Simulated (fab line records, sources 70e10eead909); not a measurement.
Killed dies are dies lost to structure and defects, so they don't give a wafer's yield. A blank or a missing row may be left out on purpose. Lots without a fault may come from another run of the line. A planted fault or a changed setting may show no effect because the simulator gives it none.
Chamber matching | flow nand_harc | NHARC_A_DECK1_JOINT_CMP_02 on cmp-03: 4 sister chambers
The step polishes SiOx. 8 wafers are shown with their chamber, then 9 later ones without.

WAFERS WITH THEIR CHAMBER
wafer  | chamber | motor_current_A (A) | slurry_filter_dp_kPa (kPa)
L075.2 | 2       | 10.7                | 13.64
L076.2 | 3       | 12.5                | 13.64
L080.3 | 3       | 12.6                | 13.52
L080.5 | 2       | 10.9                | 13.62
L083.5 | 0       | 11.7                | 13.48
L088.3 | 1       | 12.7                | 13.19
L088.5 | 0       | 11.4                | 13.51
L088.6 | 1       | 12.7                | 13.58

WAFERS WITHOUT THEIR CHAMBER
wafer  | motor_current_A (A) | slurry_filter_dp_kPa (kPa)
L091.1 | 13.0                | 13.48
L091.2 | 12.2                | 13.59
L091.3 | 10.9                | 13.85
L093.1 | 11.0                | 13.30
L093.3 | 13.2                | 13.70
L093.4 | 11.5                | 13.52
L096.2 | 11.6                | 13.69
L096.3 | 11.2                | 13.48
L096.6 | 12.3                | 13.71

WHICH CHAMBER EACH WENT THROUGH
wafer  | from the rows above     | in truth
L091.1 | can't be placed: 1 or 3 | 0
L091.2 | can't be placed: 3 or 1 | 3
L091.3 | 2                       | 2
L093.1 | can't be placed: 2 or 0 | 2
L093.3 | can't be placed: 1 or 3 | 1
L093.4 | 0                       | 0
L096.2 | 0                       | 0
L096.3 | can't be placed: 0 or 2 | 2
L096.6 | can't be placed: 3 or 1 | 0
Placed correctly: 3 of 9. Can't be placed from these rows: 6 (the true chamber is among the candidates in 4). Placed wrongly: 0.
How it was worked out, from the rows above alone: a wafer's distance from a chamber is the root of the sum, over the readings, of the square of ((its reading less the chamber's mean) divided by the reading's scatter). The wafer belongs to the nearest chamber; if the next one is less than 2 further off, it can't be placed. A chamber's mean is the mean of its shown wafers. The scatter: the root of (the sum of the squares of (reading less its chamber's mean) over the shown wafers, divided by (wafers less chambers)).
